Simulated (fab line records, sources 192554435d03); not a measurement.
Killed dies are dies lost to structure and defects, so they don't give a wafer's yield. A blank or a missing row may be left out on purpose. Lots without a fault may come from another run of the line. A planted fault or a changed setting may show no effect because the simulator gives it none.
fab line records | flow n5_finfet
record lots=7 wafers=39
route steps=1938 shown STI_FIN_REVEAL@190 DUMMY_GATE@215 SDB@373 MOL_CONTACT_COAG@542 BEOL_M0@748
start_h: hours from the record's first day to the start of the lot's first wafer shown | wait_h: hours since the lot's step before | " the same as in the row above | L1.1+2: a row that stands for several wafers | - no value, or no start given | * or withheld: withheld | < > ~ a bound
route shown NAME@n: a module of which the file shows steps, and the number in the route of the first | usual: mean/standard deviation of fault-free wafers | same: alike in all rows | chamber/n: place in a boat | sites: the reading at each site | _std_site: their standard deviation | _edge_site: outer sites' mean less inner sites' | radius_mm: how far each site lies from the wafer's centre | mask NAME#n: copy n | behind: the tool/chamber that last shaped the wafer | hold: why the lot was held/for how many hours/how that ended | device: the transistor (n, p or np) that didn't switch | end of line: the same wafers' tests at the end of the route | a step without rows: its recipe alone | killed: dies lost to structure and defects at the first sort, not the wafer's yield | map: a wafer's dies, x killed, . not, _ none there
set.NAME: the setting as run; set.NAME@STEP: as run at that earlier step | model.NAME: the simulator's own value behind a step, which no gauge read
lots whose settings were changed on purpose; a table a step, a row a wafer
## steps
# step N5_STI_FIN_REVEAL_ETCHBACK_08
# recipe chemistry=C4F6/O2 target=SiO2 target_depth_a=305 time_s=10.167 ion_energy_ev=250 pressure_mtorr=30 source_w=345 bias_w=185 Ar_flow_sccm=300 C4F6_flow_sccm=10 O2_flow_sccm=10
# columns lot.wafer tool chamber start_h wait_h set.target_depth_a
L078.1+3+4 rie_diel-02 0,3,1 58.49 0.2 305
L078.2+5+6 " 2,2,1 " " 375.6
L084.1+4+5 rie_diel-02 1,2,1 97.06 0.2 305
L084.2+3+6 " 0,3,2 " " 473.5
L086.1+3+6 rie_diel-03 0,2,3 106.48 0.2 137.1
L086.2+4+5 " 1,3,0 " " 305
L089.1+2+3+4+5+6 rie_diel-01 0,2,3,0,3,2 124.89 0.2 305
L095.1+2+5 rie_diel-02 1,3,1 161.67 0.2 245.8
L095.3+4+6 " 0,2,2 " " 305
L096.1+3+5 rie_diel-03 3,1,3 166.38 0.3 305
L096.2+4+6 " 2,1,2 " " 160.2
L097.2+3+5 rie_diel-01 1,2,1 171.29 0.2 305
# step N5_STI_FIN_REVEAL_STRIP_24
# recipe chemistry=N2/H2 time_s=90 power_w=100 temp_c=40 pressure_mtorr=100 rf_frequency_hz=6e+07 bias_power_w=3 n2_flow_sccm=300 h2_flow_sccm=300
# step N5_STI_FIN_REVEAL_PRECLEAN_25
# recipe chemistry=SPM time_s=90 temp_c=120 mix=4:1
# step N5_STI_FIN_REVEAL_SRD_23
# recipe dry=ipa_marangoni time_s=30 temp_c=23 rinse_liquid=diw
# step N5_STI_FIN_REVEAL_FIN_H_MEAS_10
# usual trench_depth_nm=52.0/0.65
# columns lot.wafer tool chamber start_h wait_h set.target_depth_a@STI_FIN_REVEAL_ETCHBACK_08 trench_depth_nm
L078.1 ocd-02 - 61.46 0.0 305 52.9
L078.2 " - " " 375.6 58.1
L078.3 " - " " 305 52.5
L078.4 " - " " 305 52.5
L078.5 " - " " 375.6 58.6
L078.6 " - " " 375.6 59.5
L084.1 ocd-02 - 100.01 0.0 305 52.4
L084.2 " - " " 473.5 69.9
L084.3 " - " " 473.5 69.6
L084.4 " - " " 305 51.8
L084.5 " - " " 305 52.4
L084.6 " - " " 473.5 67.3
L086.1 ocd-01 - 109.44 0.0 137.1 35.0
L086.2 " - " " 305 52.1
L086.3 " - " " 137.1 35.5
L086.4 " - " " 305 51.8
L086.5 " - " " 305 51.9
L086.6 " - " " 137.1 35.2
L089.1 ocd-02 - 127.84 0.0 305 51.0
L089.2 " - " " 305 51.4
L089.3 " - " " 305 51.8
L089.4 " - " " 305 51.0
L089.5 " - " " 305 51.9
L089.6 " - " " 305 51.5
L095.1 ocd-01 - 164.90 0.0 245.8 47.1
L095.2 " - " " 245.8 46.6
L095.3 " - " " 305 53.1
L095.4 " - " " 305 52.6
L095.5 " - " " 245.8 46.6
L095.6 " - " " 305 52.7
L096.1 ocd-01 - 169.34 0.0 305 51.4
L096.2 " - " " 160.2 38.1
L096.3 " - " " 305 52.0
L096.4 " - " " 160.2 36.8
L096.5 " - " " 305 51.2
L096.6 " - " " 160.2 37.0
L097.2 ocd-02 - 174.26 0.0 305 52.0
L097.3 " - " " 305 51.1
L097.5 " - " " 305 52.1
# step N5_DUMMY_GATE_CVD_03
# recipe material=a-Si target_thk_a=1500 temp_c=530 precursor=SiH4 time_s=8042
# columns lot.wafer tool chamber start_h wait_h set.target_thk_a model.a-Si_of_DUMMY_GATE_CVD_03.thk_nm
L078.1 - - - 0.1 1779 177.6
L078.2 " - " " 1779 178.4
L078.3 " - " " 1779 177.8
L078.4 " - " " 1779 178
L078.5 " - " " 1779 179.2
L078.6 " - " " 1779 179.4
L084.1 - - - 0.1 1191 119.2
L084.2+6 " - " " 1191 120
L084.3 " - " " 1191 121.2
L084.4 " - " " 1191 119.6
L084.5 " - " " 1191 119.8
L086.1+4 - - - 0.1 1500 150.6
L086.2 " - " " 1500 150.2
L086.3 " - " " 1500 151.2
L086.5 " - " " 1500 149.6
L086.6 " - " " 1500 150.8
L089.1 - - - 0.1 689.5 69.4
L089.2 " - " " 689.5 68.8
L089.3+6 " - " " 689.5 70.4
L089.4+5 " - " " 689.5 68.6
L095.1 - - - 0.1 1500 150.2
L095.2 " - " " 1500 150.6
L095.3+4 " - " " 1500 151.2
L095.5+6 " - " " 1500 151
L096.1+2 - - - 0.3 1500 149
L096.3+6 " - " " 1500 148.2
L096.4 " - " " 1500 148.6
L096.5 " - " " 1500 148
L097.2 lpcvd-01 1/45 174.55 0.1 1500 151
L097.3 " 1/50 " " 1500 152.8
L097.5 " 1/59 " " 1500 150.6
# step N5_SDB_ALD_29
# recipe material=SiNx target_thk_a=300 temp_c=400 ald_precursor_family=SiH2I2 ald_co_reactant=N2/H2-plasma pulse_time_s=1 ald_cycles=600 purge_time_s=2 co_reactant_purge_time_s=2 pressure_torr=2
# columns lot.wafer tool chamber start_h wait_h set.ald_cycles model.SiNx_of_SDB_ALD_29.thk_nm
L078.1+5 ald_sin-04 2,3 91.34 0.0 600 29.8
L078.2+3 " 0,3 " " 711 35.4
L078.4 " 1 " " 711 35.6
L078.6 " 0 92.69 1.4 600 30
L084.1+3 ald_sin-01 3,0 132.14 0.0 600 30
L084.2+5 " 2,3 " " 910 45.6
L084.4 " 1 " " 910 45.4
L084.6 " 0 133.49 1.4 600 30.2
L086.1 ald_sin-01 1 138.48 0.0 600 29.8
L086.2+3+5 " 2,3,1 " " 816 40.8
L086.4+6 " 0,2 " " 600 30
L089.1 ald_sin-03 3 158.60 0.0 600 30.2
L089.2+3+6 " 2,0,2 " " 923 46
L089.4+5 " 1 " " 600 29.8
L095.1 ald_sin-01 3 193.98 0.2 734 36.6
L095.2+6 " 1,3 " " 734 36.8
L095.3+4+5 " 0,2,2 " " 600 30
L096.1+2+3 ald_sin-03 0,3,2 200.05 0.0 748 37.4
L096.4 " 1 " " 600 30
L096.5+6 " 0,3 201.40 1.4 600 30.2
L097.2+3+5 ald_sin-01 1,2,0 202.77 0.0 600 30
# step N5_MOL_CONTACT_COAG_PRECLEAN_111
# recipe chemistry=NF3:NH3 afs_cycles=1 temp_c=30 time_s=20 sublimation_temp_c=180 sublimation_time_s=60 pressure_torr=3 rf_power_w=30
# columns lot.wafer tool chamber start_h wait_h set.time_s model.SiNx_of_SPACER0_ALD_07.thk_nm model.SiNx_of_GATE_CUT_SAC_CAP_01.thk_nm
L078.1 remote_plasma-01 1 113.35 0.3 20 1 20.2
L078.2+3+4+6 " 1 " " 20 1.2 20.2
L078.5 " 1 " " 20 1.2 20.4
L084.1+3 remote_plasma-02 0 156.19 1.3 20 1.2 20.2
L084.2+4+6 " 0 " " 11.97 1.4 20.6
L084.5 " 0 " " 20 1 20.2
L086.1+4+5 remote_plasma-01 1 161.36 0.2 20 1.2 20.4
L086.2+6 " 1 " " 26.59 0.8 20
L086.3 " 1 " " 26.59 0.8 20.2
L089.1+3+6 remote_plasma-02 0 180.80 0.6 28.53 0.8 20
L089.2+4+5 " 0 " " 20 1.2 20.4
L095.1 remote_plasma-01 0 214.85 0.2 20 1.2 20.6
L095.2+4+6 " 0 " " 25.37 1 20.2
L095.3+5 " 0 " " 20 1.2 20.4
L096.1 remote_plasma-01 1 221.51 0.2 20 1 20
L096.2+5 " 1 " " 20 1.2 20.2
L096.3+4+6 " 1 " " 20 1.2 20.4
L097.2 remote_plasma-02 1 224.28 0.3 20 1 20.4
L097.3+5 " 1 " " 20 1.2 20.4
# step N5_MOL_CONTACT_COAG_TI_SIL_19
# recipe material=Ti target_thk_a=42 temp_c=200 chamber_pressure_pa=5 power_w=5000 time_s=15
# step N5_MOL_CONTACT_COAG_ALD_20
# recipe material=TiN target_thk_a=15 temp_c=400 ald_precursor_family=TiCl4 ald_co_reactant=NH3 pulse_time_s=1 purge_time_s=3 co_reactant_purge_time_s=2 co_reactant_pulse_time_s=2 ald_cycles=68 pressure_torr=3
# step N5_MOL_CONTACT_COAG_PRECLEAN_125
# recipe chemistry=DIW time_s=57.5 temp_c=23
# step N5_MOL_CONTACT_COAG_SRD_126
# recipe dry_time_s=32 dry=n2_spin spin_rpm=1500
# step N5_MOL_CONTACT_COAG_CMP_23
# recipe stop_on=SiO2 t_overpolish_s=1.5 post_cmp_clean=cu_alkaline down_force_psi=2 platen_rpm=50.289 pad_velocity_m_s=1.0006 target_thk_nm=0
# columns lot.wafer tool chamber start_h wait_h set.time_s@MOL_CONTACT_COAG_PRECLEAN_111 model.SiNx_of_GATE_CUT_SAC_CAP_01.thk_nm
L078.3+4+1+2+6+5 cmp-01 0,1,2,3,0,1 121.88 0.0 20 18.2
L084.1+3+5 cmp-01 3,0,3 162.70 0.0 20 18.2
L084.2 " 1 " " 11.97 18.4
L084.4+6 " 2,0 " " 11.97 18.6
L086.4 cmp-02 1 167.04 0.0 20 18.4
L086.2+3+6 " 2,3,2 " " 26.59 18
L086.1+5 " 0,1 " " 20 18.2
L089.2+4+5 cmp-02 0,2,1 186.89 0.0 20 18.4
L089.1+3+6 " 1,3,0 " " 28.53 18
L095.1+3+5 cmp-01 0,1,0 218.67 0.0 20 18.4
L095.4+2+6 " 2,3,1 " " 25.37 18.2
L096.2+4+3+6 cmp-02 3,0,2,3 225.20 0.0 20 18.2
L096.1+5 " 1,0 " " 20 18
L097.2 cmp-02 3 228.48 0.1 20 18.2
L097.3+5 " 0,1 " " 20 18.4
# step N5_MOL_CONTACT_COAG_WET_ETCH_26
# recipe target=Co target_depth_nm=13
# columns lot.wafer tool chamber start_h wait_h set.time_s@MOL_CONTACT_COAG_PRECLEAN_111 model.SiNx_of_GATE_CUT_SAC_CAP_01.thk_nm
L078.1+2+3+4+5+6 wet_bench-01 4,7,6,5,0,3 122.23 0.0 20 18.2
L084.1+5 wet_bench-01 2,5 163.05 0.0 20 18
L084.2+6 " 1,3 " " 11.97 18.4
L084.3 " 4 " " 20 18.2
L084.4 " 6 " " 11.97 18.6
L086.1+4+5 wet_bench-03 6,0,7 167.39 0.0 20 18.2
L086.2+3+6 " 5,4,1 " " 26.59 18
L089.1+3+6 wet_bench-03 5,6,7 187.24 0.0 28.53 17.8
L089.2+4+5 " 0,1,2 " " 20 18.2
L095.1+5 wet_bench-04 3,1 219.02 0.0 20 18.4
L095.2 " 4 " " 25.37 18
L095.3 " 0 " " 20 18.2
L095.4+6 " 2,5 " " 25.37 18.2
L096.1+2+5 wet_bench-01 1,5,7 225.55 0.0 20 18
L096.3+4+6 " 0,6,4 " " 20 18.2
L097.2+3 wet_bench-01 2,0 228.75 0.0 20 18.2
L097.5 " 1 " " 20 18.4
# step N5_MOL_CONTACT_COAG_WET_ETCH_116
# recipe chemistry=SC1-inhibited target_depth_nm=4.6 dry=ipa_marangoni rinse_time_s=30 rinse_temp_c=23
# step N5_MOL_CONTACT_COAG_ALD_27
# recipe material=SiOC target_thk_a=170 temp_c=400 ald_precursor_family=carbosiloxane ald_co_reactant=H2-plasma pulse_time_s=1.5 time_s=2720 purge_time_s=2 co_reactant_purge_time_s=2 ald_cycles=340 pressure_torr=2
# step N5_MOL_CONTACT_COAG_CMP_28
# recipe stop_on=SiNx t_overpolish_s=0.85 post_cmp_clean=alkaline_brush down_force_psi=4.15 platen_rpm=51.8 pad_velocity_m_s=1.0307 target_thk_nm=14.522
# columns lot.wafer tool chamber start_h wait_h set.time_s@MOL_CONTACT_COAG_PRECLEAN_111 model.SiNx_of_GATE_CUT_SAC_CAP_01.thk_nm
L078.3+1+4+2+6+5 cmp-02 3,0,1,2,3,0 124.27 0.8 20 17.8
L084.1+3+5 cmp-02 3,2,3 165.09 0.8 20 17.8
L084.4+2+6 " 0,1,0 " " 11.97 18.2
L086.2+6 cmp-02 1,2 169.56 0.9 26.59 17.6
L086.4+1+5 " 2,0,1 " " 20 18
L086.3 " 3 " " 26.59 17.8
L089.1+3+6 cmp-03 2,0,2 189.28 0.8 28.53 17.6
L089.2+4+5 " 3,1,3 " " 20 18
L095.1+3+5 cmp-03 0,1,1 221.35 0.8 20 18
L095.2+4+6 " 2,3,0 " " 25.37 17.8
L096.4+3 cmp-02 0,1 227.59 0.8 20 18
L096.1+2+6+5 " 2,3,0,1 " " 20 17.8
L097.2+3+5 cmp-02 1,2,1 231.36 0.8 20 18
# step N5_MOL_CONTACT_COAG_THK_MEAS_29
# recipe reads=SiNx_of_GATE_CUT_PECVD_57+SiNx_of_GATE_CUT_SAC_CAP_01
# usual MD_CAP_THK=17.90/0.083
# columns lot.wafer tool chamber start_h wait_h set.time_s@MOL_CONTACT_COAG_PRECLEAN_111 MD_CAP_THK[nm]
L078.1 film_metro-01 - 124.56 - 20 17.85
L078.2 " - " " 20 17.88
L078.3 " - " " 20 17.79
L078.4 " - " " 20 17.89
L078.5 " - " " 20 17.88
L078.6 " - " " 20 17.86
L084.1 film_metro-02 - 165.38 - 20 17.83
L084.2 " - " " 11.97 18.09
L084.3 " - " " 20 17.87
L084.4 " - " " 11.97 18.19
L084.5 " - " " 20 17.81
L084.6 " - " " 11.97 18.17
L086.1 film_metro-02 - 169.86 - 20 17.90
L086.2 " - " " 26.59 17.67
L086.3 " - " " 26.59 17.78
L086.4 " - " " 20 17.96
L086.5 " - " " 20 17.91
L086.6 " - " " 26.59 17.65
L089.1 film_metro-02 - 189.57 - 28.53 17.61
L089.2 " - " " 20 17.99
L089.3 " - " " 28.53 17.63
L089.4 " - " " 20 17.97
L089.5 " - " " 20 17.95
L089.6 " - " " 28.53 17.59
L095.1 film_metro-02 - 221.65 - 20 18.09
L095.2 " - " " 25.37 17.76
L095.3 " - " " 20 18.05
L095.4 " - " " 25.37 17.84
L095.5 " - " " 20 18.06
L095.6 " - " " 25.37 17.81
L096.1 film_metro-02 - 227.88 - 20 17.69
L096.2 " - " " 20 17.81
L096.3 " - " " 20 17.90
L096.4 " - " " 20 17.92
L096.5 " - " " 20 17.79
L096.6 " - " " 20 17.93
L097.2 film_metro-01 - 231.61 - 20 17.93
L097.3 " - " " 20 17.99
L097.5 " - " " 20 18.05
# step N5_MOL_CONTACT_COAG_ALD_123
# recipe material=SiNx target_thk_a=50 temp_c=400 ald_precursor_family=SiH2I2 ald_co_reactant=N2/H2-plasma pulse_time_s=1 purge_time_s=2 co_reactant_purge_time_s=2 ald_cycles=100 pressure_torr=2
# step N5_MOL_CONTACT_COAG_PECVD_31
# recipe material=SiO2 target_thk_a=460 temp_c=400 precursor=TEOS/O2 pressure_torr=6.5 rf_w=withheld teos_flow_sccm=withheld gas=O2 flow_sccm=2650 time_s=8.9
# step N5_MOL_CONTACT_COAG_VIA_ETCH_46
# recipe chemistry=C4F6/O2 target_depth_a=460 overetch_a=92 mask_material=SOC target=SiO2 bias_w=455 pressure_mtorr=10 time_s=40 source_w=325 Ar_flow_sccm=300 C4F6_flow_sccm=10 O2_flow_sccm=10 ion_energy_ev=575.3 ends=end_point
# step N5_MOL_CONTACT_COAG_STRIP_96
# recipe chemistry=N2/H2 power_w=500 temp_c=40 pressure_mtorr=50 rf_frequency_hz=6e+07 overash_fraction=0.3 bias_power_w=28 h2_frac=0.5 n2_flow_sccm=300 h2_flow_sccm=300
# step N5_MOL_CONTACT_COAG_ETCH_47
# recipe chemistry=CH3F/O2 target=SiNx target_depth_a=270 mask_material=SiO2 stop_on=W over_etch_frac=0.2 ion_energy_ev=120 endpoint=OES-CN pressure_mtorr=30 source_w=395 bias_w=73 Ar_flow_sccm=150 CH3F_flow_sccm=30 O2_flow_sccm=20 ends=end_point
# columns lot.wafer tool chamber start_h wait_h set.time_s@MOL_CONTACT_COAG_PRECLEAN_111 model.etch.depth_nm
L078.1 rie_diel-02 0 126.80 0.0 20 17.85
L078.2 " 3 " " 20 17.88
L078.3 " 1 " " 20 17.82
L078.4 " 3 " " 20 17.89
L078.5 " 1 " " 20 17.9
L078.6 " 0 " " 20 17.84
L084.1 rie_diel-03 1 167.20 0.0 20 17.81
L084.2 " 3 " " 11.97 18.12
L084.3 " 2 " " 20 17.85
L084.4 " 3 " " 11.97 18.21
L084.5 " 1 " " 20 17.77
L084.6 " 2 " " 11.97 18.16
L086.1 rie_diel-02 0 171.50 0.0 20 17.93
L086.2 " 3 " " 26.59 17.66
L086.3 " 1 " " 26.59 17.73
L086.4 " 2 " " 20 17.97
L086.5 " 2 " " 20 17.92
L086.6 " 1 " " 26.59 17.64
L089.1 rie_diel-01 2 191.15 0.0 28.53 17.59
L089.2 " 3 " " 20 17.99
L089.3 " 1 " " 28.53 17.61
L089.4 " 0 " " 20 18
L089.5 " 1 " " 20 17.97
L089.6 " 0 " " 28.53 17.57
L095.1 rie_diel-03 2 223.40 0.0 20 18.09
L095.2 " 0 " " 25.37 17.8
L095.3 " 1 " " 20 18
L095.4 " 0 " " 25.37 17.83
L095.5 " 2 " " 20 18.04
L095.6 " 1 " " 25.37 17.85
L096.1 rie_diel-02 0 230.04 0.0 20 17.7
L096.2 " 3 " " 20 17.79
L096.3+4 " 2,1 " " 20 17.91
L096.5 " 2 " " 20 17.76
L096.6 " 3 " " 20 17.9
L097.2 rie_diel-01 2 233.33 0.0 20 17.92
L097.3 " 1 " " 20 18
L097.5 " 2 " " 20 18.04
# step N5_BEOL_M0_DEP_125
# recipe material=SiCN target_thk_a=80 temp_c=withheld precursor=3MS/NH3 pressure_torr=3 rf_w=202 time_s=14
# columns lot.wafer tool chamber start_h wait_h set.time_s model.SiCN_of_BEOL_M0_DEP_125.thk_nm
L078.1 pecvd-04 1 146.89 0.0 10.48 6
L078.2+3 " 0,2 " " 10.48 6.2
L078.4+6 " 0,2 " " 14 8
L078.5 " 1 " " 14 8.2
L086.1 pecvd-03 2 190.58 0.0 6.239 3.4
L086.2+4 " 0,1 " " 6.239 3.6
L086.3+5+6 " 1,2,0 " " 14 8
L084.1+2+6 pecvd-04 1,2,1 190.86 0.0 14 7.8
L084.3 " 1 " " 14 7.6
L084.4+5 " 2 " " 14 8
L089.1 pecvd-02 2 210.48 0.0 19.47 11
L089.2+3 " 0,1 " " 14 8.2
L089.4+6 " 1,0 " " 19.47 11.4
L089.5 " 2 " " 14 8
L095.1+3 pecvd-03 1,0 258.81 0.0 14 7.8
L095.2 " 2 " " 19.39 10.6
L095.4+5 " 0,1 " " 19.39 11
L095.6 " 2 " " 14 8
L096.1 pecvd-03 2 265.97 0.0 14 7.8
L096.2 " 0 " " 14 8
L096.3 " 1 " " 11.43 6.4
L096.4+5 " 2,0 " " 11.43 6.6
L096.6 " 1 " " 14 8.2
L097.2+3+5 pecvd-04 0,1,1 268.73 0.0 14 7.8
## key
split step=N5_STI_FIN_REVEAL_ETCHBACK_08 setting=target_depth_a stated=305 by=wafer
response step=N5_STI_FIN_REVEAL_FIN_H_MEAS_10 reading=trench_depth_nm change=+0.3 per=1% r=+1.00
split step=N5_DUMMY_GATE_CVD_03 setting=target_thk_a stated=1500 by=lot
response step=N5_DUMMY_GATE_CVD_03 reading=model.a-Si_of_DUMMY_GATE_CVD_03.thk_nm change=+1.5 per=1% r=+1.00
split step=N5_SDB_ALD_29 setting=ald_cycles stated=600 by=wafer
response step=N5_SDB_ALD_29 reading=model.SiNx_of_SDB_ALD_29.thk_nm change=+0.299 per=1% r=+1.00
split step=N5_MOL_CONTACT_COAG_PRECLEAN_111 setting=time_s stated=20 by=wafer
response step=N5_MOL_CONTACT_COAG_PRECLEAN_111 reading=model.SiNx_of_SPACER0_ALD_07.thk_nm change=-0.00884 per=1% r=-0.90
response step=N5_MOL_CONTACT_COAG_PRECLEAN_111 reading=model.SiNx_of_GATE_CUT_SAC_CAP_01.thk_nm change=-0.00979 per=1% r=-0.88
response step=N5_MOL_CONTACT_COAG_CMP_23 reading=model.SiNx_of_GATE_CUT_SAC_CAP_01.thk_nm change=-0.00852 per=1% r=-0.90
response step=N5_MOL_CONTACT_COAG_WET_ETCH_26 reading=model.SiNx_of_GATE_CUT_SAC_CAP_01.thk_nm change=-0.00861 per=1% r=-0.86
response step=N5_MOL_CONTACT_COAG_CMP_28 reading=model.SiNx_of_GATE_CUT_SAC_CAP_01.thk_nm change=-0.00945 per=1% r=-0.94
response step=N5_MOL_CONTACT_COAG_THK_MEAS_29 reading=MD_CAP_THK change=-0.00806 per=1% r=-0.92
response step=N5_MOL_CONTACT_COAG_ETCH_47 reading=model.etch.depth_nm change=-0.00869 per=1% r=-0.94
split step=N5_BEOL_M0_DEP_125 setting=time_s stated=14 by=wafer
response step=N5_BEOL_M0_DEP_125 reading=model.SiCN_of_BEOL_M0_DEP_125.thk_nm change=+0.0796 per=1% r=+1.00
